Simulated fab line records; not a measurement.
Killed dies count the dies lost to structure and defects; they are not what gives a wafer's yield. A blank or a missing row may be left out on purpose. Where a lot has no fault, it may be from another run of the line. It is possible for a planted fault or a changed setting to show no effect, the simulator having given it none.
Which tool was responsible? | flow nand-harc | 11 lots with 33 wafers sampled at 5 steps, on a route of 1302 steps

WHAT EACH GAUGE READ, for each wafer
NHARC_A_ONON_D1_THK_MEAS_34: measures by ellipsometry. Usual: 199 nm for thk-nm, sd 3.1.
lot  | measured     | on            | thk-nm (nm) | flag
L589 | day 8 23:10  | film-metro-02 | 193 202 198 |
L588 | day 8 23:11  | film-metro-01 | 195 201 197 |
L592 | day 10 01:37 | film-metro-02 | 200 202 201 |
L593 | day 10 10:31 | film-metro-01 | 202 197 203 |
L596 | day 11 18:13 | film-metro-01 | 198 202 205 |
L597 | day 12 02:07 | film-metro-01 | 195 200 200 |
L598 | day 12 12:14 | film-metro-02 | 200 199 202 |
L606 | day 15 17:47 | film-metro-02 | 200 193 201 |
L609 | day 16 22:02 | film-metro-01 | 192 193 196 |
L610 | day 17 06:08 | film-metro-01 | 197 196 207 |
L611 | day 18 00:23 | film-metro-01 | 193 196 197 |

NHARC_END_SORT_01. Usual: killed-at-array 59, standard deviation 17; killed-at-other 0.9, standard deviation 1.6; killed-at-periphery 3.7, standard deviation 2.3; killed-dies 64, standard deviation 17; killed-open 3.3, standard deviation 1.8; killed-short 2.4, standard deviation 1.6.
lot  | measured     | on        | killed-at-array | killed-at-other | killed-at-periphery | killed-dies | killed-open | killed-short | flag
L596 | day 27 20:43 | prober-02 | 671 668 667     | 0 0 0           | 6 9 10              | 677 677 677 | 1 3 3       | 0 5 2        | OFF
L597 | day 28 19:49 | prober-01 | 666 672 669     | 5 2 1           | 6 3 7               | 677 677 677 | 3 5 3       | 3 1 4        | OFF

WHICH TOOL RAN EACH LOT (tool, then ch and the chambers of the sampled wafers, then the start)
lot  | NHARC_A_CHANNEL_HOLE_D1_ETCH_39               | NHARC_A_CHANNEL_HOLE_D1_ETCH_34    | NHARC_A_CHANNEL_HOLE_D1_ETCH_22
L589 | rie-diel-07 ch 0,1,3, day 9 06:16 or earlier  | rie-diel-07 ch 0,1,3, day 9 06:16  | har-etch-01 ch 0,1, day 9 08:06
L588 | rie-diel-06 ch 0,3, day 9 07:46 or earlier    | rie-diel-06 ch 2,3, day 9 07:46    | har-etch-02 ch 0,1, day 9 09:35
L592 | rie-diel-06 ch 0,2,3, day 10 05:01 or earlier | rie-diel-06 ch 0,2,3, day 10 05:01 | har-etch-01 ch 0,1, day 10 07:43
L593 | rie-diel-09 ch 0,1, day 10 13:57 or earlier   | rie-diel-09 ch 0,1,2, day 10 13:57 | har-etch-01 ch 0,1, day 10 15:35
L596 | rie-diel-07 ch 0,1,3, day 11 23:28 or earlier | rie-diel-07 ch 0,1,2, day 11 23:28 | har-etch-01 ch 0,1, day 12 02:02
L597 | rie-diel-09 ch 0,1,2, day 12 06:25 or earlier | rie-diel-09 ch 0,2,3, day 12 06:25 | har-etch-02 ch 0,1, day 12 10:13
L598 | rie-diel-07 ch 0,1,3, day 12 15:31 or earlier | rie-diel-07 ch 0,2,3, day 12 15:31 | har-etch-02 ch 0,1, day 12 17:14
L606 | rie-diel-07 ch 2,3, day 15 21:12 or earlier   | rie-diel-07 ch 0,2, day 15 21:12   | har-etch-02 ch 0,1, day 15 22:49
L609 | rie-diel-09 ch 0,1,2, day 17 04:17 or earlier | rie-diel-09 ch 0,2,3, day 17 04:17 | har-etch-01 ch 0,1, day 17 09:44
L610 | rie-diel-07 ch 0,1,3, day 17 13:04 or earlier | rie-diel-07 ch 0,1,2, day 17 13:04 | har-etch-02 ch 0,1, day 17 14:41
L611 | rie-diel-07 ch 0,1,3, day 18 03:49 or earlier | rie-diel-07 ch 0,3, day 18 03:49   | har-etch-01 ch 0,1, day 18 05:31
- NHARC_A_CHANNEL_HOLE_D1_ETCH_39: etches the open film in N2/H2, target depth 260 nm, time 325 s.
- NHARC_A_CHANNEL_HOLE_D1_ETCH_34: etches the open film in CF4/CHF3, target depth 154 nm, time 77 s.
- NHARC_A_CHANNEL_HOLE_D1_ETCH_22: etches the open film in C4F8/O2/Ar, time 666.7 s, target depth 1600 nm.

AS READ BY THE TOOLS THEMSELVES (means over the sampled wafers that have a number; for cases with no such wafer, the mark the record gives instead)
NHARC_A_CHANNEL_HOLE_D1_ETCH_39. Usual: for bias-w, 149.9 W with a standard deviation of 0.41; for chamber-pressure-mTorr, 29.998 mTorr with a standard deviation of 0.027; for drypump-motor-current-A, 5.7 A with a standard deviation of 0.47; for oes-product-au, 1.001 a.u. with a standard deviation of 0.012; for rf-vpp-V, 431 V with a standard deviation of 3.3; for showerhead-plenum-p-Torr, 2.05 Torr with a standard deviation of 0.11; for throttle-valve-pct, 14.172 % with a standard deviation of 0.009.
lot  | tool        | bias-w (W) | chamber-pressure-mTorr (mTorr) | drypump-motor-current-A (A) | oes-product-au (a.u.) | rf-vpp-V (V) | showerhead-plenum-p-Torr (Torr) | throttle-valve-pct (%) | flag
L589 | rie-diel-07 | 150.0      | 29.974                         | 6.2                         | 0.985                 | 433          | 2.11                            | 14.172                 |
L588 | rie-diel-06 | 150.0      | 30.029                         | 5.4                         | 0.990                 | 432          | 2.10                            | 14.185                 |
L592 | rie-diel-06 | 149.9      | 29.999                         | 5.5                         | 0.996                 | 430          | 1.99                            | 14.167                 |
L593 | rie-diel-09 | 149.5      | 30.025                         | 5.7                         | 1.008                 | 432          | 2.13                            | 14.172                 |
L596 | rie-diel-07 | 150.1      | 29.972                         | 6.3                         | 0.991                 | 432          | 2.11                            | 14.178                 |
L597 | rie-diel-09 | 149.5      | 29.985                         | 5.6                         | 1.005                 | 430          | 2.04                            | 14.170                 |
L598 | rie-diel-07 | 150.2      | 30.024                         | 6.2                         | 1.000                 | 432          | 2.11                            | 14.176                 |
L606 | rie-diel-07 | 150.0      | 29.977                         | 6.0                         | 0.996                 | 430          | 2.02                            | 14.169                 |
L609 | rie-diel-09 | 149.9      | 30.013                         | 5.6                         | 1.014                 | 430          | 2.03                            | 14.176                 |
L610 | rie-diel-07 | 149.6      | 30.007                         | 6.2                         | 0.990                 | 432          | 2.10                            | 14.170                 |
L611 | rie-diel-07 | 149.7      | 29.973                         | 6.2                         | 1.005                 | 433          | 2.10                            | 14.169                 |

NHARC_A_CHANNEL_HOLE_D1_ETCH_34. Usual: bias-w 200.0 W, standard deviation 0.62; cf4-flow-sccm 100.0 sccm, standard deviation 0.31; chamber-pressure-mTorr 25.003 mTorr, standard deviation 0.024; drypump-motor-current-A 5.7 A, standard deviation 0.46; oes-product-au 0.963 a.u., standard deviation 0.02; rf-vpp-V 370.6 V, standard deviation 2.7; showerhead-plenum-p-Torr 1.57 Torr, standard deviation 0.078; throttle-valve-pct 16.802 %, standard deviation 0.009.
lot  | tool        | bias-w (W) | cf4-flow-sccm (sccm) | chamber-pressure-mTorr (mTorr) | drypump-motor-current-A (A) | oes-product-au (a.u.) | rf-vpp-V (V) | showerhead-plenum-p-Torr (Torr) | throttle-valve-pct (%) | flag
L589 | rie-diel-07 | 200.2      | 100.1                | 25.001                         | 6.2                         | 0.953                 | 373.0        | 1.62                            | 16.799                 |
L588 | rie-diel-06 | 199.4      | 99.9                 | 25.001                         | 5.6                         | 0.986                 | 367.4        | 1.47                            | 16.808                 |
L592 | rie-diel-06 | 199.6      | 100.0                | 25.005                         | 5.5                         | 0.969                 | 368.9        | 1.54                            | 16.797                 |
L593 | rie-diel-09 | 200.1      | 99.8                 | 25.000                         | 5.6                         | 0.967                 | 371.6        | 1.58                            | 16.808                 |
L596 | rie-diel-07 | -          | -                    | -                              | -                           | -                     | -            | -                               | -                      | OFF
L597 | rie-diel-09 | -          | -                    | -                              | -                           | -                     | -            | -                               | -                      | OFF
L598 | rie-diel-07 | 200.0      | 99.9                 | 24.993                         | 6.0                         | 0.972                 | 371.2        | 1.58                            | 16.796                 |
L606 | rie-diel-07 | 200.1      | 99.9                 | 25.026                         | 6.0                         | 0.939                 | 372.1        | 1.60                            | 16.801                 |
L609 | rie-diel-09 | 200.0      | 99.9                 | 24.998                         | 5.4                         | 0.929                 | 371.2        | 1.59                            | 16.805                 |
L610 | rie-diel-07 | 199.7      | 100.1                | 25.000                         | 6.1                         | 0.971                 | 370.0        | 1.57                            | 16.799                 |
L611 | rie-diel-07 | 199.8      | 100.0                | 24.989                         | 6.1                         | 0.923                 | 372.9        | 1.62                            | 16.798                 |

NHARC_A_CHANNEL_HOLE_D1_ETCH_22. Usual: c4f8-flow-sccm 89.30 sccm, standard deviation 0.27; chamber-pressure-mTorr 20.001 mTorr, standard deviation 0.018; drypump-motor-current-A 5.3 A, standard deviation 0.46; showerhead-plenum-p-Torr 3.62 Torr, standard deviation 0.099; throttle-valve-pct 32.156 %, standard deviation 0.0096.
lot  | tool        | c4f8-flow-sccm (sccm) | chamber-pressure-mTorr (mTorr) | drypump-motor-current-A (A) | showerhead-plenum-p-Torr (Torr) | throttle-valve-pct (%) | flag
L589 | har-etch-01 | 89.24                 | 20.011                         | 5.3                         | 3.57                            | 32.164                 |
L588 | har-etch-02 | 89.59                 | 20.006                         | 5.2                         | 3.67                            | 32.151                 |
L592 | har-etch-01 | 89.36                 | 20.005                         | 5.3                         | 3.56                            | 32.159                 |
L593 | har-etch-01 | 89.61                 | 20.012                         | 5.3                         | 3.55                            | 32.151                 |
L596 | har-etch-01 | 89.54                 | 19.988                         | 5.0                         | 3.59                            | 32.143                 |
L597 | har-etch-02 | 89.48                 | 20.001                         | 5.5                         | 3.70                            | 32.169                 |
L598 | har-etch-02 | 89.49                 | 19.981                         | 5.2                         | 3.65                            | 32.148                 |
L606 | har-etch-02 | 89.42                 | 19.979                         | 5.5                         | 3.67                            | 32.154                 |
L609 | har-etch-01 | 89.20                 | 19.990                         | 5.3                         | 3.50                            | 32.150                 |
L610 | har-etch-02 | 89.19                 | 19.999                         | 5.2                         | 3.85                            | 32.157                 |
L611 | har-etch-01 | 88.72                 | 19.999                         | 5.0                         | 3.55                            | 32.152                 |

THE ANSWER, worked out from the rows above alone
Rule: take the mean of a lot's wafers that have a number; if it is more than 3 standard deviations from the usual mean, the lot is off. A lot without any number at a reading at which 4 lots or more have one is off too. Any other lot the step has rows for is counted as sound. The gauges are gone through in route order, then the tools' own readings, and for those a lot's mean is taken as printed above. At the first step where some lot is off, the reading lying furthest off is the one used; lots without a number count as furthest.
Off at NHARC_END_SORT_01 (killed-dies): L596, L597. Neither off nor sound, because the step has no rows for them: L589, L588, L592, L593, L598, L606, L609, L610, L611.
If a tool, at a process step before that reading, ran all the lots that are off and no sound lot after the first of them, it fits. Not tried: the gauges at NHARC_END_SORT_01; whatever is off there is also off at NHARC_A_CHANNEL_HOLE_D1_ETCH_34, on other tools, and gauge error can't account for it. Because NHARC_A_CHANNEL_HOLE_D1_ETCH_39 lacks a start for some lots, the hours and order of its lots are taken from NHARC_A_CHANNEL_HOLE_D1_ETCH_34. No candidate that was tried fits.

WHAT THE SIMULATOR PUT IN
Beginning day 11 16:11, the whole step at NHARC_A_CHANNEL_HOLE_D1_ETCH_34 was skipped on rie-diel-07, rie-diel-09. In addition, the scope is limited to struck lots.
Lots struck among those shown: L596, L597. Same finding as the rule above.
